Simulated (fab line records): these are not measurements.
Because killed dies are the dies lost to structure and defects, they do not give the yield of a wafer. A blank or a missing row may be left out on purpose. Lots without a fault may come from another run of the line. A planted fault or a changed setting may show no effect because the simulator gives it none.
Chamber matching	flow nandHarc	4 sister chambers for NHARC_A_WL_FILL_CMP_12 on cmp-02
The step polishes, t overpolish 30 s, target thk 100 nm. 4 wafers are shown with their chamber, then 8 later ones without.

== WAFERS WITH THEIR CHAMBER ==
wafer	chamber	motorCurrentA (A)
L082.1	0	14.6
L090.2	3	11.4
L090.4	1	13.1
L092.1	2	14.4

== WAFERS MISSING THEIR CHAMBER ==
wafer	motorCurrentA (A)
L092.2	11.4
L092.5	12.0
L094.3	12.7
L094.4	13.6
L094.6	12.0
L096.1	12.9
L096.2	14.1
L096.5	13.2

== CHAMBER TAKEN BY EACH ==
wafer	from the rows above	in truth
L092.2	3	3
L092.5	can't be placed: 3 or 1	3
L094.3	1	1
L094.4	can't be placed: 1 or 2 or 0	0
L094.6	can't be placed: 3 or 1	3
L096.1	1	1
L096.2	can't be placed: 2 or 0 or 1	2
L096.5	1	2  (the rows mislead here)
Correct placement for 3 of the 8. Cannot be placed on the basis of these rows: 4; the candidates contain the true chamber in 4. Placed wrongly: 1.
How it was worked out, from the rows above alone: a wafer's distance from a chamber is the root of the sum, over the readings, of the square of ((its reading less the chamber's mean) divided by the reading's scatter). The wafer belongs to the nearest chamber; if the next one is less than 2 further off, it can't be placed. The mean given for a chamber averages the wafers shown for that chamber. The scatter: root of mean squared gap, hidden wafer to nearest shown wafer, with one shown wafer a chamber.
